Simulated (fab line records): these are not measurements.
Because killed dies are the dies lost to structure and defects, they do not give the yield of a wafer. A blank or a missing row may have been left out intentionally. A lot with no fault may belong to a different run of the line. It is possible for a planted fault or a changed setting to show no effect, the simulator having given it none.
fab line records	flow n5Finfet
[record] lots = 8	wafers = 23	lastDay = 18
route steps=1938 shown FIN_SAQP@134 FIN_CUT@165 BEOL_M4@1111 PASSIVATION@1936
lots with no fault: from the same line, run without faults
startH: the number of hours between the record's first day and the start of the first shown wafer of the lot	waitH: time in hours since the lot's previous step	" unchanged from the row above	L1.1+2: several wafers, shown together as one row	- no value present, or no start provided	* or withheld: withheld	< > ~ a bound
route shown NAME@n: names a module that has steps shown in the file, with the first one's number in the route	usual: mean/standard deviation taken from wafers without a fault	same: alike in all rows	chamber/n: place in a boat	sites: the reading at each site	_std_site: standard deviation of those values	_edge_site: mean of outer sites minus mean of inner sites	radiusMm: for every site, how far away it sits from the centre of the wafer	mask NAME#n: copy n	behind: the tool/chamber that last shaped the wafer	hold: why the lot went on hold/how many hours it stayed there/how the hold came to an end	device: the transistor (n, p or np) that didn't switch	end of line: at the end of the route, the tests of the same wafers	where a step has no rows: the recipe by itself	killed: dies that structure and defects cost at the first sort, which is not the same as the wafer's yield	map: dies across one wafer; x = killed, . = not, _ = none there
set.NAME: the setting as run; set.NAME@STEP: as run at that earlier step	model.NAME: the simulator's own value behind a step, which no gauge read
route steps across a sampled set of lots; one table per step, one row per wafer
services: when a tool's chamber went out of use (startH, in hours from the record's first day, below 0 if earlier), for how many hours, and the reason
[[steps]]
[step N5_FIN_SAQP_ETCH_69]
[recipe] chemistry = N2/H2	target = SOC	targetDepthA = 1500	stopOn = SiNx	ionEnergyEv = 100	biasW = 61	pressureMtorr = 30	sourceW = 850	n2FlowSccm = 200	h2FlowSccm = 200
[usual] chamberPressureMTorr = 30.000/0.028	drypumpMotorCurrentA = 5.6/0.47	h2FlowSccm = 200.0/0.59	oesProductAu = 0.75/0.082	rfVppV = 240.6/1.4	showerheadPlenumPTorr = 2.52/0.088	throttleValvePct = 17.8/0.36
lot.wafer	tool	chamber	startH	waitH	chamberPressureMTorr	drypumpMotorCurrentA	h2FlowSccm	oesProductAu	rfHoursCounterH	rfVppV	showerheadPlenumPTorr	throttleValvePct
L566.3	rieDiel-05	2	37.29	-	30.023	5.7	199.9	0.71	178	243.2	2.51	17.8
L566.5	"	0	"	"	30.047	4.7	199.9	0.67	-	243.0	2.61	17.7
L568.1	rieDiel-05	1	49.72	-	29.989	5.6	199.7	0.84	63	240.3	2.46	17.7
L568.3	"	2	"	"	30.055	5.8	198.6	0.71	182	240.9	2.50	17.8
L568.5	"	1	"	"	30.032	5.6	199.7	0.84	-	239.0	2.46	17.7
L572.1	rieDiel-05	1	75.00	-	29.986	5.6	199.3	0.83	75	240.6	2.46	17.7
L572.4	"	2	"	"	30.041	5.7	199.5	0.70	-	238.2	2.50	17.8
L572.5	"	1	"	"	30.019	5.6	199.6	0.83	-	240.1	2.46	17.7
L573.1	rieDiel-05	0	78.90	-	30.020	4.7	199.9	0.97	0	241.1	2.61	17.4
L573.2	"	3	"	"	29.974	6.3	201.0	0.70	240	240.6	2.47	17.6
L573.3	"	2	"	"	30.003	5.8	200.6	0.70	196	241.4	2.50	17.8
L574.2	rieDiel-01	1	85.04	-	30.021	5.0	199.7	0.71	185	240.7	2.65	18.4
L574.4	"	2	"	"	29.974	5.9	201.4	0.71	224	238.6	2.39	18.1
L574.5	"	2	"	"	29.999	5.9	200.8	0.71	-	239.1	2.39	18.1
L581.2	rieDiel-05	1	128.96	-	30.004	5.6	199.4	0.80	99	240.2	2.45	17.8
L581.5	"	0	"	"	29.982	4.7	200.3	0.89	-	240.0	2.60	17.4
L581.6	"	1	"	"	29.996	5.6	200.3	0.81	-	238.9	2.45	17.8
L583.3	rieDiel-05	3	140.24	-	29.978	6.3	200.2	0.95	9	240.4	2.47	17.0
L583.4	"	0	"	"	30.016	4.7	199.4	0.89	27	242.4	2.60	17.4
L583.6	"	3	"	"	29.994	6.3	200.8	0.95	-	239.5	2.47	17.0
L586.2	rieDiel-01	2	158.47	-	30.019	5.9	199.7	0.68	255	238.2	2.38	18.1
L586.3	"	1	"	"	29.977	5.0	200.1	0.68	214	242.3	2.64	18.4
L586.4	"	3	"	"	30.002	5.6	199.9	0.77	-	241.9	2.56	17.4
[step N5_FIN_SAQP_RECESS_71]
[recipe] chemistry = HF/NH3	target = SiO2	targetDepthA = 30	afsCycles = 1	tempC = 30	sublimationTempC = 180	sublimationTimeS = 60
[usual] drypumpMotorCurrentA = 5.4/0.48
[same] afsCycles = 1
lot.wafer	tool	chamber	startH	waitH	drypumpMotorCurrentA
L566.3	vaporEtch-01	0	37.50	0.1	6.3
L566.5	"	0	"	"	6.3
L568.1	vaporEtch-02	0	49.88	0.0	5.0
L568.3	"	1	"	"	5.4
L568.5	"	0	"	"	5.0
L572.1	vaporEtch-02	0	75.16	0.0	5.0
L572.4	"	1	"	"	5.5
L572.5	"	0	"	"	5.0
L573.1	vaporEtch-02	1	79.06	0.0	5.4
L573.2	"	0	"	"	5.0
L573.3	"	1	"	"	5.5
L574.2	vaporEtch-02	0	85.20	0.0	5.0
L574.4	"	1	"	"	5.5
L574.5	"	1	"	"	5.5
L581.2	vaporEtch-02	1	129.12	0.0	5.5
L581.5	"	1	"	"	5.5
L581.6	"	0	"	"	5.0
L583.3	vaporEtch-01	0	140.44	0.1	6.3
L583.4	"	1	"	"	5.2
L583.6	"	0	"	"	6.3
L586.2	vaporEtch-01	0	158.63	0.0	6.3
L586.3	"	0	"	"	6.3
L586.4	"	1	"	"	5.2
[step N5_FIN_SAQP_HM_CD_35]
[recipe] targetCdNm = 8	polarity = line
[usual] cdNm = 8.12/0.28
lot.wafer	tool	chamber	startH	waitH	cdNm
L566.3	cdSem-03	-	38.98	0.1	8.74
L566.5	"	-	"	"	8.32
L568.1	cdSem-03	-	50.97	0.1	8.03
L568.3	"	-	"	"	8.32
L568.5	"	-	"	"	7.91
L572.1	cdSem-02	-	76.14	0.1	7.61
L572.4	"	-	"	"	8.12
L572.5	"	-	"	"	7.82
L573.1	cdSem-02	-	80.13	0.1	8.20
L573.2	"	-	"	"	8.06
L573.3	"	-	"	"	8.08
L574.2	cdSem-01	-	86.24	0.1	8.11
L574.4	"	-	"	"	7.83
L574.5	"	-	"	"	8.42
L581.2	cdSem-01	-	130.14	0.1	8.49
L581.5	"	-	"	"	7.88
L581.6	"	-	"	"	8.28
L583.3	cdSem-01	-	141.34	0.1	8.65
L583.4	"	-	"	"	8.27
L583.6	"	-	"	"	8.17
L586.2	cdSem-02	-	159.56	0.1	8.09
L586.3	"	-	"	"	7.54
L586.4	"	-	"	"	8.02
[step N5_FIN_SAQP_FIN_ETCH_36]
[recipe] chemistry = HBr/Cl2/O2	targetDepthA = 1200	maskMaterial = SiNx	timeS = 50.4	biasW = 102	pressureMtorr = 10	icpW = 800	HBr_flow_sccm = 150	Cl2_flow_sccm = 80	O2_flow_sccm = 12
[usual] HBr_flow_sccm = 149.9/0.47	chamberPressureMTorr = 10.000/0.0099	drypumpMotorCurrentA = 5.5/0.41	oesProductAu = 1.007/0.019	throttleValvePct = 36.1/0.44
lot.wafer	tool	chamber	startH	waitH	HBr_flow_sccm	chamberPressureMTorr	drypumpMotorCurrentA	oesProductAu	rfHoursCounterH	throttleValvePct
L566.3	rieSi-03	2	39.05	0.0	149.8	9.991	5.5	1.003	59	36.4
L566.5	"	1	"	"	150.6	9.997	5.4	1.024	-	35.2
L568.1	rieSi-03	2	51.03	0.0	149.5	9.988	5.6	0.998	59	36.4
L568.3	"	0	"	"	150.8	9.994	5.6	0.984	20	35.9
L568.5	"	1	"	"	150.8	9.995	5.4	1.011	-	35.2
L572.1	rieSi-03	2	76.20	0.0	150.6	10.003	5.5	1.020	60	36.4
L572.4	"	3	"	"	149.8	10.003	4.7	1.030	67	36.2
L572.5	"	2	"	"	150.8	9.980	5.5	1.016	-	36.4
L573.1	rieSi-06	3	80.20	0.0	150.6	10.002	5.0	1.016	6	36.3
L573.2	"	1	"	"	150.1	9.999	5.7	0.992	22	36.3
L573.3	"	0	"	"	150.3	9.994	5.7	1.019	131	36.2
L574.2	rieSi-06	3	86.30	0.0	150.3	10.018	5.0	1.028	6	36.3
L574.4	"	0	"	"	150.3	10.007	5.7	1.011	131	36.2
L574.5	"	0	"	"	150.0	9.996	5.8	0.998	-	36.2
L581.2	rieSi-05	1	130.21	0.0	149.6	9.978	6.1	0.992	65	36.3
L581.5	"	3	"	"	149.7	10.003	5.1	0.990	-	35.2
L581.6	"	2	"	"	149.8	10.005	5.7	1.051	-	35.8
L583.3	rieSi-05	2	141.40	0.0	150.1	9.997	5.7	1.055	9	35.8
L583.4	"	0	"	"	150.0	10.015	5.8	0.970	136	36.7
L583.6	"	1	"	"	149.5	9.998	6.2	0.988	-	36.3
L586.2	rieSi-06	0	159.63	0.0	149.5	9.984	5.7	1.000	133	36.2
L586.3	"	1	"	"	149.8	10.019	5.8	0.987	23	36.3
L586.4	"	2	"	"	149.6	9.988	6.1	0.989	2	36.3
[step N5_FIN_SAQP_INSPECT_40]
[recipe] inspectInstrument = brightfield	mode = aei
[usual] rawDefectCount = 213/60
lot.wafer	tool	chamber	startH	waitH	rawDefectCount
L566.3	defectInspect-01	-	39.30	0.0	254
L566.5	"	-	"	"	249
L568.1	defectInspect-01	-	51.28	0.0	267
L568.3	"	-	"	"	204
L568.5	"	-	"	"	302
L572.1	defectInspect-02	-	76.46	0.0	170
L572.4	"	-	"	"	263
L572.5	"	-	"	"	167
L573.1	defectInspect-01	-	80.45	0.0	163
L573.2	"	-	"	"	128
L573.3	"	-	"	"	148
L574.2	defectInspect-01	-	86.57	0.0	161
L574.4	"	-	"	"	150
L574.5	"	-	"	"	163
L581.2	defectInspect-01	-	130.46	0.0	194
L581.5	"	-	"	"	550
L581.6	"	-	"	"	158
L583.3	defectInspect-01	-	141.65	0.0	185
L583.4	"	-	"	"	605
L583.6	"	-	"	"	169
L586.2	defectInspect-02	-	159.88	0.0	223
L586.3	"	-	"	"	367
L586.4	"	-	"	"	258
[step N5_FIN_CUT_INSPECT_10]
[recipe] mode = adi	inspectInstrument = brightfield
[usual] rawDefectCount = 39/10
lot.wafer	tool	chamber	startH	waitH	rawDefectCount
L566.3	defectInspect-02	-	39.81	0.0	39
L566.5	"	-	"	"	43
L568.1	defectInspect-02	-	51.80	0.1	56
L568.3	"	-	"	"	28
L568.5	"	-	"	"	58
L572.1	defectInspect-01	-	76.85	0.1	40
L572.4	"	-	"	"	45
L572.5	"	-	"	"	35
L573.1	defectInspect-02	-	80.85	0.1	24
L573.2	"	-	"	"	23
L573.3	"	-	"	"	32
L574.2	defectInspect-01	-	86.96	0.0	24
L574.4	"	-	"	"	27
L574.5	"	-	"	"	38
L581.2	defectInspect-02	-	130.98	0.0	38
L581.5	"	-	"	"	375
L581.6	"	-	"	"	26
L583.3	defectInspect-01	-	142.17	0.0	40
L583.4	"	-	"	"	426
L583.6	"	-	"	"	34
L586.2	defectInspect-02	-	160.39	0.0	42
L586.3	"	-	"	"	51
L586.4	"	-	"	"	34
[step N5_FIN_CUT_INSPECT_17]
[recipe] inspectInstrument = brightfield	mode = aei
[usual] rawDefectCount = 215/59
lot.wafer	tool	chamber	startH	waitH	rawDefectCount
L566.3	defectInspect-01	-	41.15	0.0	273
L566.5	"	-	"	"	265
L568.1	defectInspect-01	-	52.82	0.0	268
L568.3	"	-	"	"	216
L568.5	"	-	"	"	284
L572.1	defectInspect-02	-	78.00	0.0	200
L572.4	"	-	"	"	249
L572.5	"	-	"	"	168
L573.1	defectInspect-02	-	82.22	0.0	158
L573.2	"	-	"	"	111
L573.3	"	-	"	"	140
L574.2	defectInspect-02	-	88.31	0.0	128
L574.4	"	-	"	"	128
L574.5	"	-	"	"	134
L581.2	defectInspect-02	-	131.98	0.0	162
L581.5	"	-	"	"	528
L581.6	"	-	"	"	135
L583.3	defectInspect-02	-	143.12	0.0	173
L583.4	"	-	"	"	592
L583.6	"	-	"	"	147
L586.2	defectInspect-02	-	161.34	0.0	229
L586.3	"	-	"	"	368
L586.4	"	-	"	"	268
[step N5_BEOL_M4_RC_MEAS_101]
[usual] DIBL_N = 37.5/2.5	DIBL_P = 38/3.1	IOFF_N = 0.19/0.059	IOFF_P = 0.24/0.061	ION_N = 679/16	ION_P = 465/9.8	SS_N = 72.0/0.8	SS_P = 73.7/0.86	VT_N = 248/4.5	VT_P = -249/3.5
lot.wafer	tool	chamber	startH	waitH	DIBL_N[mV/V]	DIBL_P[mV/V]	IOFF_N[nA/um]	IOFF_P[nA/um]	ION_N[uA/um]	ION_P[uA/um]	SS_N[mV/dec]	SS_P[mV/dec]	VT_N[mV]	VT_P[mV]
L566.3	prober-02	0	179.86	0.3	37.4	40	0.18	0.24	675	466	71.5	73.8	248	-248
L566.5	"	0	"	"	35.7	38	0.14	0.19	666	463	71.5	73.9	254	-252
L568.1	prober-02	0	188.58	0.0	37.5	38	0.19	0.24	679	463	71.3	73.4	249	-248
L568.3	"	0	"	"	41.0	43	0.31	0.37	711	480	72.8	75.0	238	-242
L568.5	"	0	"	"	37.7	38	0.18	0.25	683	469	72.1	73.4	248	-247
L573.1	prober-01	0	225.41	0.0	41.4	40	0.27	0.33	702	477	72.5	74.7	244	-244
L573.2	"	0	"	"	37.6	35	0.15	0.21	671	458	71.6	73.5	255	-247
L573.3	"	0	"	"	38.9	38	0.19	0.28	679	468	72.4	73.4	246	-244
L572.1	prober-01	0	237.18	0.1	34.4	35	0.10	0.16	657	453	70.8	73.2	260	-253
L572.4	"	0	"	"	38.7	39	0.18	0.24	673	467	71.8	74.1	247	-249
L572.5	"	0	"	"	37.1	37	0.14	0.20	651	452	71.5	73.1	252	-251
L574.2	prober-01	0	251.57	0.2	39.7	42	0.30	0.37	716	484	72.8	74.3	239	-239
L574.4	"	0	"	"	33.7	34	0.13	0.19	670	461	72.0	72.9	252	-251
L574.5	"	0	"	"	36.6	38	0.21	0.29	701	486	71.9	74.4	241	-244
L581.2	prober-01	0	283.52	0.2	40.7	41	0.24	0.26	697	471	72.1	74.2	243	-248
L581.5	"	0	"	"	38.4	37	0.19	0.20	664	453	72.4	73.8	251	-255
L581.6	"	0	"	"	34.4	34	0.12	0.16	658	449	71.9	72.4	255	-254
L583.3	prober-02	0	288.15	0.3	37.6	37	0.19	0.24	683	463	72.1	73.9	249	-249
L583.4	"	0	"	"	35.7	34	0.16	0.21	667	462	71.5	73.3	249	-250
L583.6	"	0	"	"	37.4	36	0.20	0.24	685	466	72.0	73.8	244	-250
L586.2	prober-02	0	312.12	0.2	37.5	39	0.18	0.22	679	466	72.5	73.7	251	-252
L586.3	"	0	"	"	34.7	35	0.13	0.17	673	459	71.5	73.4	254	-252
L586.4	"	0	"	"	37.5	40	0.19	0.26	677	463	72.1	74.5	248	-249
[step N5_PASSIVATION_PROBE_49]
[usual] defectLimitedYield = 91.0/1.4	killed_at_M0_to_M3 = 35/10	killed_at_M4_up = 14/5.5	killedAtContacts = 13/5.6	killedAtFrontEnd = 41/11	killedAtOther = 4/3.4	killedDies = 106/16	killedOpen = 68/12	killedShort = 35/7.3	sort_bin_4_leakage = 0.3/2.1	sort_bin_5_function = 5.3/0.89	sort_bin_6_memory = 3.4/0.67	sortNPass = 1070/28	sortYieldPct = 90.7/2.4
[same] grossDies = 1180	killedAtBackSide = 0	sort_bin_8_speed[%] = 0
lot.wafer	tool	chamber	startH	waitH	defectLimitedYield[%]	killed_at_M0_to_M3	killed_at_M4_up	killedAtContacts	killedAtFrontEnd	killedAtOther	killedDies	killedOpen	killedShort	sort_bin_4_leakage[%]	sort_bin_5_function[%]	sort_bin_6_memory[%]	sortNPass	sortYieldPct[%]
L572.1	prober-02	-	350.52	0.0	88.7	40	7	9	64	13	133	93	38	0	6.7	4.2	1047	88.7
L572.4	prober-02	-	350.67	0.2	89.2	55	9	11	42	10	127	75	50	0	5.9	4.4	1053	89.2
L572.5	prober-02	-	350.72	0.2	91.5	41	11	8	36	4	100	65	35	0	5.3	3.0	1080	91.5
L581.2	prober-02	-	397.65	0.1	92.0	37	12	7	31	7	94	68	25	0.1	4.7	3.2	1085	91.9
L581.5	prober-02	-	397.80	0.2	84.2	34	9	11	126	7	187	60	33	0	10.2	4.1	993	84.2
L581.6	prober-02	-	397.85	0.3	92.5	38	9	10	28	4	89	53	35	0	3.5	3.9	1091	92.5
L583.3	prober-02	-	403.12	0.1	89.8	43	13	7	50	7	120	83	35	0	6.4	3.2	1060	89.8
L583.4	prober-02	-	403.17	0.2	81.9	39	10	8	151	5	213	63	37	0	11.0	5.1	967	81.9
L583.6	prober-02	-	403.27	0.3	91.8	27	9	13	44	4	97	59	36	0	5.8	1.9	1083	91.8
// killed by level:class
L572.1 STI_FIN_REVEAL:geometricParticle:open=18 FIN_SAQP:geometricParticle:open=11 BEOL_M1:geometricParticle:open=11 BEOL_M3:geometricParticle:open=10 DUMMY_GATE:geometricParticle:open=9 GATE_CUT:geometricParticle:short=8 FIN_SAQP:geometricParticle:short=7 MOL_CONTACT_COAG:geometricParticle:open=7
L572.4 BEOL_M0_SAQP:geometricParticle:short=18 FIN_SAQP:geometricParticle:short=11 BEOL_M1:geometricParticle:open=11 FIN_SAQP:geometricParticle:open=10 MOL_CONTACT_COAG:geometricParticle:open=9 BEOL_M0_SAQP:geometricParticle:open=8 DUMMY_GATE:geometricParticle:open=6 BEOL_M0:geometricParticle:open=4
L572.5 BEOL_M0_SAQP:geometricParticle:open=11 STI_FIN_REVEAL:geometricParticle:open=10 BEOL_M1:geometricParticle:open=10 MOL_CONTACT_COAG:geometricParticle:open=7 BEOL_M1:geometricParticle:short=7 DUMMY_GATE:geometricParticle:open=6 FIN_SAQP:geometricParticle:short=5 BEOL_M0_SAQP:geometricParticle:short=5
L581.2 BEOL_M1:geometricParticle:open=11 BEOL_M2:geometricParticle:open=9 BEOL_M0_SAQP:geometricParticle:open=7 STI_FIN_REVEAL:geometricParticle:open=6 MOL_CONTACT_COAG:geometricParticle:open=6 DUMMY_GATE:geometricParticle:open=6 BEOL_M3:geometricParticle:open=4 STARTING-WAFER:geometricParticle:open=4
L581.5 FIN_SAQP:unspecified=92 BEOL_M1:geometricParticle:open=10 BEOL_M3:geometricParticle:open=8 MOL_CONTACT_COAG:geometricParticle:open=8 STI_FIN_REVEAL:geometricParticle:open=7 FIN_SAQP:geometricParticle:short=5 SPACER0:geometricParticle:open=4 BEOL_M0_SAQP:geometricParticle:short=4
L581.6 BEOL_M0_SAQP:geometricParticle:short=12 BEOL_M2:geometricParticle:open=8 MOL_CONTACT_COAG:geometricParticle:open=7 BEOL_M1:geometricParticle:open=7 BEOL_M0_SAQP:geometricParticle:open=6 DUMMY_GATE:geometricParticle:open=5 FIN_SAQP:geometricParticle:open=4 GATE_CUT:geometricParticle:short=4
L583.3 FIN_SAQP:geometricParticle:open=18 BEOL_M0_SAQP:geometricParticle:open=12 FIN_SAQP:geometricParticle:short=10 BEOL_M0:geometricParticle:open=8 BEOL_M0_SAQP:geometricParticle:short=7 BEOL_M2:geometricParticle:open=7 STI_FIN_REVEAL:geometricParticle:open=6 MOL_CONTACT_COAG:geometricParticle:open=6
L583.4 FIN_SAQP:unspecified=112 FIN_SAQP:geometricParticle:short=11 BEOL_M0_SAQP:geometricParticle:open=11 STI_FIN_REVEAL:geometricParticle:open=10 BEOL_M0_SAQP:geometricParticle:short=9 BEOL_M2:geometricParticle:open=9 MOL_CONTACT_COAG:geometricParticle:open=7 BEOL_M4:geometricParticle:open=5
L583.6 FIN_SAQP:geometricParticle:open=11 BEOL_M0_SAQP:geometricParticle:short=10 MOL_CONTACT_COAG:geometricParticle:open=8 STARTING-WAFER:geometricParticle:short=6 FIN_SAQP:geometricParticle:short=5 MOL_CONTACT_COAG:geometricParticle:short=5 BEOL_M0_SAQP:geometricParticle:open=5 BEOL_M2:geometricParticle:open=5
[[services]]
tool	chamber	startH	hours	kind
rieSi-06	2	27.66	-	clean
rieSi-06	2	27.66	-	consumableReplace:focusRing
rieSi-06	2	27.66	18.9	scheduledDown
rieSi-06	2	27.66	18.9	ventCycle
rieDiel-01	0	36.21	7.6	repair
rieDiel-01	2	37.04	3.7	repair
rieDiel-01	3	40.19	5.7	repair
rieDiel-01	-	51.33	2.8	pm
rieDiel-05	0	57.28	-	clean
rieDiel-05	0	57.28	-	consumableReplace:focusRing
rieDiel-05	0	57.28	19.6	scheduledDown
rieDiel-05	0	57.28	19.6	ventCycle
rieSi-05	2	65.76	9.9	repair
rieDiel-05	2	79.97	7.6	repair
rieDiel-01	3	91.95	1.8	repair
rieSi-03	3	98.87	5.6	repair
rieDiel-05	3	103.52	-	clean
rieDiel-05	3	103.52	-	consumableReplace:focusRing
rieDiel-05	3	103.52	14.9	scheduledDown
rieDiel-05	3	103.52	14.9	ventCycle
rieDiel-01	3	120.80	2.2	repair
rieDiel-01	1	123.00	5.2	repair
rieDiel-01	0	141.30	-	clean
rieDiel-01	0	141.30	-	consumableReplace:focusRing
[[key]]
[firstSign] step = N5_FIN_SAQP_INSPECT_40	reading = rawDefectCount	direction = up	sigmas = 6.1	usual = 213	struck = 578
[effect] step = N5_FIN_CUT_INSPECT_10	reading = rawDefectCount	direction = up	sigmas = 35	usual = 39	struck = 400
[effect] step = N5_FIN_CUT_INSPECT_17	reading = rawDefectCount	direction = up	sigmas = 5.9	usual = 215	struck = 560
[effect] step = N5_PASSIVATION_PROBE_49	reading = killedAtFrontEnd	direction = up	sigmas = 9.1	usual = 41	struck = 138
[moreKillsBornAt] N5_FIN_SAQP_ETCH_69@rieDiel-05 = 204
metAt N5_FIN_SAQP_ETCH_69
struckLots L581,L583
struckWafers L581.5,L583.4
notActingAt N5_FIN_SAQP_RECESS_71,N5_FIN_SAQP_HM_CD_35,N5_FIN_SAQP_FIN_ETCH_36
onsetBetween 78.90 128.96
[fault] kind = chamberParticleSource	tool = rieDiel-05	chamber = 0	onsetH = 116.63	steps = N5_FIN_SAQP_ETCH_69	ratePerVisitCm2 = 0.58322	endH = 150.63
